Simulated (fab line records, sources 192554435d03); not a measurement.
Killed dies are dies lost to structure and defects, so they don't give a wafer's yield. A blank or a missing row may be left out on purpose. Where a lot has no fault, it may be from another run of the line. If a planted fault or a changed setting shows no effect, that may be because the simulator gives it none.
What tool caused it? ; flow n5-finfet ; 27 wafers from 9 lots sampled at 6 of the route's 1938 steps

== WHAT THE GAUGES READ, wafer by wafer ==
N5_BEOL_M0_SAQP_CD_MEAS_25 targets a cd of 13.1 nm. Usual: cd-nm reads 12.83 nm (standard deviation 0.21).
lot;measured;on;cd-nm (nm);flag
L490;day 5 17:52;cd-sem-02;13.11 12.63 12.88;
L492;day 6 10:52;cd-sem-01;12.68 12.77 12.97;
L493;day 6 10:55;cd-sem-03;13.02 12.99 12.69;
L496;day 7 05:15;cd-sem-02;12.64 12.92 13.14;
L498;day 7 19:31;cd-sem-02;13.22 12.92 12.79;
L499;day 8 06:56;cd-sem-02;12.92 13.08 12.67;
L501;day 8 18:29;cd-sem-02;12.62 13.05 12.95;
L505;day 9 17:00;cd-sem-03;23.64 12.34 12.64;OFF
L512;day 11 10:34;cd-sem-03;12.98 12.58 12.73;

N5_BEOL_M4_RC_MEAS_101. Usual: DIBL_N 35.8 mV/V, standard deviation 1.6; DIBL_P 36.0 mV/V, standard deviation 2.1; IOFF_N 0.153 nA/um, standard deviation 0.026; IOFF_P 0.21 nA/um, standard deviation 0.037; ION_N 673 uA/um, standard deviation 11; ION_P 462 uA/um, standard deviation 7.6; SS_N 71.4 mV/dec, standard deviation 0.53; SS_P 73.2 mV/dec, standard deviation 0.67; VT_N 250 mV, standard deviation 3.2; VT_P -250 mV, standard deviation 3.7.
lot;measured;on;DIBL_N (mV/V);DIBL_P (mV/V);IOFF_N (nA/um);IOFF_P (nA/um);ION_N (uA/um);ION_P (uA/um);SS_N (mV/dec);SS_P (mV/dec);VT_N (mV);VT_P (mV);flag
L490;day 8 09:25;prober-02;35.3 37.4 35.5;36.1 37.9 35.7;0.139 0.165 0.137;0.18 0.20 0.18;670 675 673;453 460 456;71.1 71.7 71.6;73.2 73.4 72.4;252 250 253;-255 -250 -252;
L492;day 9 00:14;prober-02;38.4 39.5 36.4;37.5 39.5 35.9;0.175 0.193 0.144;0.22 0.27 0.20;679 685 678;461 473 464;72.8 72.2 70.8;73.6 74.4 73.0;251 250 251;-251 -249 -253;
L493;day 9 06:08;prober-01;37.5 37.4 36.8;36.1 36.3 35.5;0.193 0.183 0.180;0.24 0.25 0.24;691 685 697;468 471 476;71.4 70.9 70.6;73.7 73.9 72.9;245 246 245;-246 -243 -243;
L496;day 9 15:46;prober-01;33.7 33.4 31.5;33.4 32.9 30.3;0.121 0.111 0.091;0.17 0.15 0.13;658 653 647;458 450 445;70.6 70.4 70.2;72.8 72.2 72.0;253 254 256;-255 -253 -257;
L498;day 10 08:57;prober-01;35.2 35.3 36.4;35.2 35.7 37.6;0.136 0.153 0.168;0.18 0.20 0.22;671 688 688;462 468 469;71.4 70.8 71.9;73.4 72.8 72.6;250 249 246;-252 -249 -248;
L499;day 11 00:27;prober-01;36.1 35.8 35.7;38.3 37.3 36.3;0.179 0.177 0.165;0.27 0.27 0.23;676 675 670;469 474 467;71.6 71.6 71.9;74.0 74.0 72.8;250 247 248;-243 -244 -248;
L501;day 11 00:41;prober-02;33.4 33.7 36.6;32.2 32.9 37.2;0.113 0.112 0.168;0.16 0.17 0.23;656 659 684;449 457 465;71.4 70.6 71.2;71.8 72.4 73.2;254 255 249;-252 -251 -248;
L505;day 12 05:54;prober-02;37.7 36.3;36.3 34.5;0.164 0.134;0.22 0.19;667 669;461 459;71.1 71.4;73.8 73.2;252 251;-251 -249;
L512;day 13 18:08;prober-01;38.3 34.6 35.0;36.3 32.5 33.8;0.182 0.124 0.136;0.21 0.17 0.18;675 668 665;454 456 461;71.5 71.3 71.1;73.9 72.6 73.1;248 254 249;-251 -253 -253;

== EACH LOT AND THE TOOL THAT RAN IT (in order: tool; ch and the chambers of the sampled wafers; start) ==
lot;N5_BEOL_M0_SAQP_PECVD_03;N5_BEOL_M0_SAQP_HM_OPEN_112;N5_BEOL_M0_SAQP_SPACER1_ALD_98;N5_BEOL_M0_SAQP_RECESS_104
L490;pecvd-02 ch 0,1, day 5 15:25;rie-diel-04 ch 2,3, day 5 16:23;ald-sin-03 ch 0,3, day 5 17:05;vapor-etch-01 ch 0,1, day 5 18:08
L492;pecvd-01 ch 0,1, day 6 08:13;rie-diel-03 ch 1,3, day 6 09:11;ald-sin-03 ch 1,2,3, day 6 10:11;vapor-etch-01 ch 0,1, day 6 11:16
L493;pecvd-02 ch 0,1,2, day 6 08:19;rie-diel-03 ch 2,3, day 6 09:29;ald-sin-04 ch 0,1,3, day 6 10:14;vapor-etch-01 ch 0,1, day 6 11:38
L496;pecvd-02 ch 0,1, day 7 03:01;rie-diel-03 ch 1,2,3, day 7 03:52;ald-sin-02 ch 1,2,3, day 7 04:35;vapor-etch-01 ch 0, day 7 05:31
L498;pecvd-01 ch 0,1, day 7 17:16;rie-diel-02 ch 0,1,3, day 7 18:07;ald-sin-04 ch 1,2, day 7 18:51;vapor-etch-02 ch 0,1, day 7 19:47
L499;pecvd-01 ch 0,1,2, day 8 03:46;rie-diel-02 ch 0,1, day 8 04:38;ald-sin-02 ch 0,1, day 8 06:08;vapor-etch-01 ch 0,1, day 8 07:22
L501;pecvd-01 ch 0,1,2, day 8 15:15;rie-diel-03 ch 0,1,3, day 8 16:13;ald-sin-03 ch 0,2,3, day 8 17:49;vapor-etch-01 ch 0,1, day 8 18:44
L505;pecvd-02 ch 0,2, day 9 14:47;rie-diel-04 ch 2,3, day 9 15:38;ald-sin-03 ch 1,2,3, day 9 16:20;vapor-etch-01 ch 0,1, day 9 17:16
L512;pecvd-03 ch 0,1,2, day 11 07:35;rie-diel-02 ch 1,2,3, day 11 08:28;ald-sin-02 ch 0,3, day 11 09:54;vapor-etch-01 ch 0,1, day 11 10:50
- N5_BEOL_M0_SAQP_PECVD_03: deposits SiCN from 3MS/NH3, target thk 12 nm, time 21.1 s.
- N5_BEOL_M0_SAQP_HM_OPEN_112: chemistry CHF3/O2, target SiO2, stops on a-Si, target depth 12 nm, time 13.5 s.
- N5_BEOL_M0_SAQP_SPACER1_ALD_98: deposits SiO2, target thk 12.8 nm, pulse time 1 s, purge time 2 s.
- N5_BEOL_M0_SAQP_RECESS_104: chemistry HF/NH3, target SiO2, target depth 18 nm, afs cycles 3, sublimation time 60 s.

== AS READ BY THE TOOLS THEMSELVES (means over the sampled wafers that have a number; for cases with no such wafer, the mark the record gives instead) ==
N5_BEOL_M0_SAQP_PECVD_03. Usual: chamber-pressure-Torr 3.000 Torr, standard deviation 0.0068; showerhead-plenum-p-Torr 3.673 Torr, standard deviation 0.014; throttle-valve-pct 9.2 %, standard deviation 0.47.
lot;tool;chamber-pressure-Torr (Torr);showerhead-plenum-p-Torr (Torr);throttle-valve-pct (%);flag
L490;pecvd-02;2.995;3.679;9.4;
L492;pecvd-01;3.003;3.675;9.1;
L493;pecvd-02;2.999;3.667;9.0;
L496;pecvd-02;3.002;3.673;9.4;
L498;pecvd-01;3.001;3.666;9.4;
L499;pecvd-01;2.996;3.664;8.8;
L501;pecvd-01;3.000;3.673;9.0;
L505;pecvd-02;3.001;3.672;8.8;
L512;pecvd-03;3.008;3.677;9.1;

N5_BEOL_M0_SAQP_HM_OPEN_112. Usual: drypump-motor-current-A 5.8 A, standard deviation 0.47; oes_o_777_au 0.74 a.u., standard deviation 0.048; oes-product-au 0.48 a.u., standard deviation 0.031; rf-vpp-V 524 V, standard deviation 5.3; showerhead-plenum-p-Torr 2.39 Torr, standard deviation 0.079; throttle-valve-pct 18.88 %, standard deviation 0.17.
lot;tool;drypump-motor-current-A (A);oes_o_777_au (a.u.);oes-product-au (a.u.);rf-vpp-V (V);showerhead-plenum-p-Torr (Torr);throttle-valve-pct (%);flag
L490;rie-diel-04;5.8;0.76;0.48;528;2.48;18.84;
L492;rie-diel-03;5.7;0.75;0.49;522;2.34;18.95;
L493;rie-diel-03;5.3;0.74;0.48;521;2.34;18.87;
L496;rie-diel-03;5.7;0.74;0.48;521;2.36;18.83;
L498;rie-diel-02;6.0;0.75;0.49;529;2.45;18.84;
L499;rie-diel-02;5.5;0.79;0.52;528;2.46;18.75;
L501;rie-diel-03;5.9;0.72;0.47;523;2.33;18.98;
L505;rie-diel-04;5.8;0.74;0.47;528;2.47;18.88;
L512;rie-diel-02;6.3;0.80;0.52;525;2.39;18.72;

N5_BEOL_M0_SAQP_SPACER1_ALD_98. Usual: chamber-pressure-Torr 2.000 Torr, standard deviation 0.0044; heater-power-w 480 W, standard deviation 57; precursor-pulse-height-rel 0.999, standard deviation 0.018.
lot;tool;chamber-pressure-Torr (Torr);heater-power-w (W);precursor-pulse-height-rel;flag
L490;ald-sin-03;1.999;512;1.001;
L492;ald-sin-03;1.995;513;0.979;
L493;ald-sin-04;1.999;411;0.996;
L496;ald-sin-02;1.998;473;0.985;
L498;ald-sin-04;2.000;539;0.989;
L499;ald-sin-02;1.997;494;1.017;
L501;ald-sin-03;2.002;499;0.989;
L505;ald-sin-03;1.997;518;1.016;
L512;ald-sin-02;2.001;493;1.007;

N5_BEOL_M0_SAQP_RECESS_104. Usual: drypump-motor-current-A reads 5.5 A (standard deviation 0.49).
lot;tool;drypump-motor-current-A (A);flag
L490;vapor-etch-01;5.9;
L492;vapor-etch-01;5.9;
L493;vapor-etch-01;5.8;
L496;vapor-etch-01;5.6;
L498;vapor-etch-02;4.9;
L499;vapor-etch-01;5.8;
L501;vapor-etch-01;5.8;
L505;vapor-etch-01;5.9;
L512;vapor-etch-01;5.8;

== THE ANSWER, worked out from the rows above alone ==
Rule: take the mean of a lot's wafers that have a number; if it is more than 3 standard deviations from the usual mean, the lot is off. Also off: a lot with no number at a reading for which 4 or more lots have one. All remaining lots with rows at the step are treated as sound. Order of review: gauges by route order, followed by the tools' own readings, for which a lot's mean as printed above is used. The first step at which some lot is off is used, and at that step the reading that is off furthest; a lot without a number counts as furthest.
Off, at N5_BEOL_M0_SAQP_CD_MEAS_25 on cd-nm: L505.
If a tool, at a process step before that reading, ran all the lots that are off and no sound lot after the first of them, it fits. Gauges at N5_BEOL_M0_SAQP_CD_MEAS_25: tried the same way as those tools. Can't be told from this: 3 tools fit, pecvd-02 at N5_BEOL_M0_SAQP_PECVD_03, rie-diel-04 at N5_BEOL_M0_SAQP_HM_OPEN_112, ald-sin-03 at N5_BEOL_M0_SAQP_SPACER1_ALD_98.

== WHAT HAD BEEN PUT IN BY THE SIMULATOR ==
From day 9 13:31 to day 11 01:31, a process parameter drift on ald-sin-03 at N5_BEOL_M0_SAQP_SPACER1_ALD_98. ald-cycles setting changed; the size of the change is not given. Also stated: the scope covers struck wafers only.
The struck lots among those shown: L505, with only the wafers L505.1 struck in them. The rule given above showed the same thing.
